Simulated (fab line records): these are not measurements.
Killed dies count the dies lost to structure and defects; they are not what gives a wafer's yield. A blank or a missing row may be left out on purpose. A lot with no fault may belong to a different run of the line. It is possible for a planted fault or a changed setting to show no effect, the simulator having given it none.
Struck lot and sound lot, side by side	flow n5-finfet	25 steps out of a route of 1938
Sound: these wafers, L303.1, L303.4, L303.6. The struck wafers were L287.1, L287.2, L287.6. At the end, the cause is stated.
Order at every step that has rows: each side's tool, ch and its chambers, its first start. Under that, the readings that differ: sound wafers	struck wafers	difference of the means	sigmas: that difference in standard deviations of wafers without a fault.
alike: words and numbers the same on both sides, and readings whose means are apart by under 2 such deviations; not compared: readings that were withheld, readings missing a value for some wafer, numbers with overlapping values and no deviation given by the record, and bounds like >300 which may hide the same value.
The two part at a step that has a row with sigmas, a row that says differs or no value, or rows on one side only. Numbers that don't overlap but have no deviation are shown without sigmas and don't part them. Lack of a reading on every wafer of one side parts them only where that side has two or more wafers.

first, 12 steps without rows for these wafers: N5_FIN_SAQP_DESCUM_21 (chemistry O2, time 7.9 s); N5_FIN_SAQP_ETCH_51 (etches SiARC in CF4, target depth 45.5 nm, time 75.8 s); N5_FIN_SAQP_ETCH_52 (etches SOC in N2/H2, target depth 100 nm, overetch 20 nm, time 150 s); N5_FIN_SAQP_STRIP_53 (strips in N2/H2); N5_FIN_SAQP_HM_OPEN_73 (chemistry CHF3/O2, target SiO2, stops on a-Si, target depth 12 nm, time 16.8 s); N5_FIN_SAQP_STRIP_74 (strips in CHF3/O2); N5_FIN_SAQP_MANDREL_ETCH_22 (etches a-Si in HBr/Cl2, stops on SiNx, target depth 60 nm, bt time 10 s, time 30 s); N5_FIN_SAQP_STRIP_55 (strips in N2/H2); N5_FIN_SAQP_STRIP_23 (strips in SPM, time 750 s); N5_FIN_SAQP_SRD_66 (time 30 s); N5_FIN_SAQP_RECESS_75 (chemistry HF/NH3, target SiO2, target depth 14.4 nm, afs cycles 3, sublimation time 60 s); N5_FIN_SAQP_SPACER1_ALD_24 (deposits SiO2, target thk 20.3 nm, pulse time 1 s, purge time 2 s).
N5_FIN_SAQP_SPACER1_ETCHBACK_25: etches SiO2 in CHF3/O2, target depth 24.4 nm, time 12.2 s.
  sound on rie-diel-04 ch 1,2,3, day 7 11:56; struck on rie-diel-04 ch 1,2,3, day 3 12:24
  no value came back on the struck wafers for any of 8 readings (CHF3_flow_sccm (sccm), O2_flow_sccm (sccm) and others); on the sound wafers CHF3_flow_sccm (sccm) reads 50.00 49.81 49.80
reading	sound	struck	difference	sigmas
model.SiO2_of_FIN_SAQP_SPACER1_ALD_24.thk-nm (nm)	0 0 0	20.2 20.2 20.2	+20.2	
  not compared: rf-hours-counter-h
N5_FIN_SAQP_MANDREL1_REMOVE_56: chemistry HBr/Cl2/O2, target a-Si, stops on SiNx, bt time 10 s.
  sound on rie-si-02 ch 0,2,3, day 7 12:02; struck on rie-si-05 ch 2,3, day 3 12:29
reading	sound	struck	difference	sigmas
oes-product-au (a.u.)	1.012 1.004 1.004	0.368 0.384 0.377	-0.630	-63
  alike: HBr_flow_sccm, drypump-motor-current-A, mfc-cl2-sccm, throttle-valve-pct
  not compared: rf-hours-counter-h
N5_FIN_SAQP_CD_MEAS_27: target cd 20 nm.
  sound on cd-sem-02 ch 0, day 7 12:08; struck on cd-sem-02 ch 0, day 3 12:36
reading	sound	struck	difference	sigmas
cd-nm (nm)	19.69 20.18 20.30	- - -	no value on the struck wafers	
N5_FIN_SAQP_ETCH_57: etches SiNx in CH3F/O2, target depth 32.5 nm, time 46.4 s.
  sound on rie-diel-04 ch 0,1, day 7 12:20; struck on rie-diel-03 ch 0,1,2, day 3 12:43
reading	sound	struck	difference	sigmas
etch-rf-on-time-s (s)	46.1 48.6 47.8	116.0 116.0 116.0	+68.5	+57
oes-product-au (a.u.)	0.62 0.62 0.61	0.27 0.26 0.27	-0.35	-5
  alike: drypump-motor-current-A, rf-vpp-V, showerhead-plenum-p-Torr, throttle-valve-pct
  not compared: rf-hours-counter-h
then, 1 step without rows for these wafers: N5_FIN_SAQP_ETCH_65 (etches SiO2 in CF4, target depth 4 nm, time 4.4 s).
N5_FIN_SAQP_MANDREL_ETCH_58: etches a-Si in HBr/Cl2, stops on SiNx, target depth 45 nm, bt time 10 s, time 27 s.
  sound on rie-si-06 ch 1,2,3, day 7 12:29; struck on rie-si-06 ch 0,2, day 3 12:51
reading	sound	struck	difference	sigmas
oes-product-au (a.u.)	0.698 0.702 0.702	0.324 0.325 0.316	-0.379	-45
  alike: HBr_flow_sccm, drypump-motor-current-A, mfc-cl2-sccm, throttle-valve-pct
  not compared: rf-hours-counter-h
then, 2 steps without rows for these wafers: N5_FIN_SAQP_RECESS_63 (chemistry HF/NH3, target SiO2, target depth 18 nm, afs cycles 3, sublimation time 60 s); N5_FIN_SAQP_COAT_68 (time 60 s, resist thk 100 nm).
N5_FIN_SAQP_ETCH_69: etches SOC in N2/H2, stops on SiNx, target depth 150 nm.
  sound on rie-diel-03 ch 0,2,3, day 7 13:05; struck on rie-diel-04 ch 1,2,3, day 3 13:33
reading	sound	struck	difference	sigmas
oes-product-au (a.u.)	0.94 0.94 0.85	0.28 0.26 0.29	-0.63	-8
  alike: drypump-motor-current-A, n2-flow-sccm, rf-vpp-V, showerhead-plenum-p-Torr, throttle-valve-pct
  not compared: rf-hours-counter-h
N5_FIN_SAQP_ETCH_67: etches SiNx in CH3F/O2, target depth 30 nm.
  sound on rie-diel-03 ch 0,2,3, day 7 13:08; struck on rie-diel-04 ch 1,2,3, day 3 13:37
reading	sound	struck	difference	sigmas
oes-product-au (a.u.)	0.94 0.96 0.86	0.28 0.26 0.29	-0.64	-8
  alike: drypump-motor-current-A, rf-vpp-V, showerhead-plenum-p-Torr, throttle-valve-pct
  not compared: rf-hours-counter-h
then, 1 step without rows for these wafers: N5_FIN_SAQP_STRIP_70 (strips in N2/H2).
N5_BEOL_M4_RC_MEAS_101:
  the record has rows for the sound wafers here (prober-02 ch 0, day 15 01:38) and none for the struck ones
-- here the record skips 12 days between the struck wafers' starts before and after, leaving off in module BEOL_M4 and picking up in module PASSIVATION (first step shown: number 1936 of the route) --
N5_PASSIVATION_PROBE_49:
  record: rows for the struck wafers here (prober-01, day 15 10:01), none for the sound ones

WHERE THEY PART
At N5_FIN_SAQP_SPACER1_ETCHBACK_25 first; at N5_PASSIVATION_PROBE_49 last (within this record only).

WHY: what had been put in by the simulator
Skipped step whole: rie-diel-04, from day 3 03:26 on, at N5_FIN_SAQP_SPACER1_ETCHBACK_25. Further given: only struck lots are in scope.
